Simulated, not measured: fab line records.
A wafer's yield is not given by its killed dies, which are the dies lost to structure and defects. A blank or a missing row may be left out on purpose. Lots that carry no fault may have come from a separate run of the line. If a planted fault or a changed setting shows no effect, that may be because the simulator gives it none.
Chamber matching / flow nand_harc / 4 sister chambers for NHARC_A_CHANNEL_FILL_D1_ALD_14 on ald_hk-02
The step deposits SiO2, target thk 2.5 nm, pulse time 10 s, ald cycles 25. 8 wafers are shown with their chamber, then 10 later ones without.

WAFERS PAIRED WITH THEIR CHAMBERS
wafer=L077.1; chamber=0; heater_power_w (W)=541; precursor_pulse_height_rel=1.007
wafer=L077.2; chamber=2; heater_power_w (W)=399; precursor_pulse_height_rel=0.993
wafer=L079.4; chamber=2; heater_power_w (W)=406; precursor_pulse_height_rel=1.003
wafer=L079.6; chamber=1; heater_power_w (W)=499; precursor_pulse_height_rel=0.982
wafer=L084.3; chamber=1; heater_power_w (W)=488; precursor_pulse_height_rel=0.967
wafer=L084.5; chamber=3; heater_power_w (W)=430; precursor_pulse_height_rel=0.986
wafer=L083.4; chamber=0; heater_power_w (W)=550; precursor_pulse_height_rel=1.030
wafer=L083.5; chamber=3; heater_power_w (W)=422; precursor_pulse_height_rel=0.999

WAFERS MISSING THEIR CHAMBER
wafer=L083.6; heater_power_w (W)=412; precursor_pulse_height_rel=0.994
wafer=L088.1; heater_power_w (W)=418; precursor_pulse_height_rel=1.002
wafer=L088.2; heater_power_w (W)=551; precursor_pulse_height_rel=0.987
wafer=L088.4; heater_power_w (W)=400; precursor_pulse_height_rel=1.044
wafer=L091.2; heater_power_w (W)=582; precursor_pulse_height_rel=0.996
wafer=L091.4; heater_power_w (W)=477; precursor_pulse_height_rel=0.996
wafer=L091.5; heater_power_w (W)=427; precursor_pulse_height_rel=1.004
wafer=L095.3; heater_power_w (W)=568; precursor_pulse_height_rel=0.980
wafer=L095.4; heater_power_w (W)=497; precursor_pulse_height_rel=0.972
wafer=L095.6; heater_power_w (W)=407; precursor_pulse_height_rel=1.004

WHICH CHAMBER EACH WENT THROUGH
wafer=L083.6; from the rows above=can't be placed: 2 or 3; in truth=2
wafer=L088.1; from the rows above=can't be placed: 3 or 2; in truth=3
wafer=L088.2; from the rows above=0; in truth=0
wafer=L088.4; from the rows above=2; in truth=2
wafer=L091.2; from the rows above=0; in truth=0
wafer=L091.4; from the rows above=1; in truth=1
wafer=L091.5; from the rows above=3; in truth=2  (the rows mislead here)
wafer=L095.3; from the rows above=0; in truth=0
wafer=L095.4; from the rows above=1; in truth=1
wafer=L095.6; from the rows above=2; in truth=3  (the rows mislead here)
Correctly placed: 6 of 10. From these rows, 2 cannot be placed; in 2 the true chamber is one of the candidates. Number placed wrongly: 2.
How it was worked out, from the rows above alone: a wafer's distance from a chamber is the root of the sum, over the readings, of the square of ((its reading less the chamber's mean) divided by the reading's scatter). The wafer belongs to the nearest chamber; if the next one is less than 2 further off, it can't be placed. The mean given for a chamber averages the wafers shown for that chamber. How the scatter is found: for the shown wafers, subtract from each reading the mean of its chamber, square and add these, divide the total by (wafers less chambers), then take the root.
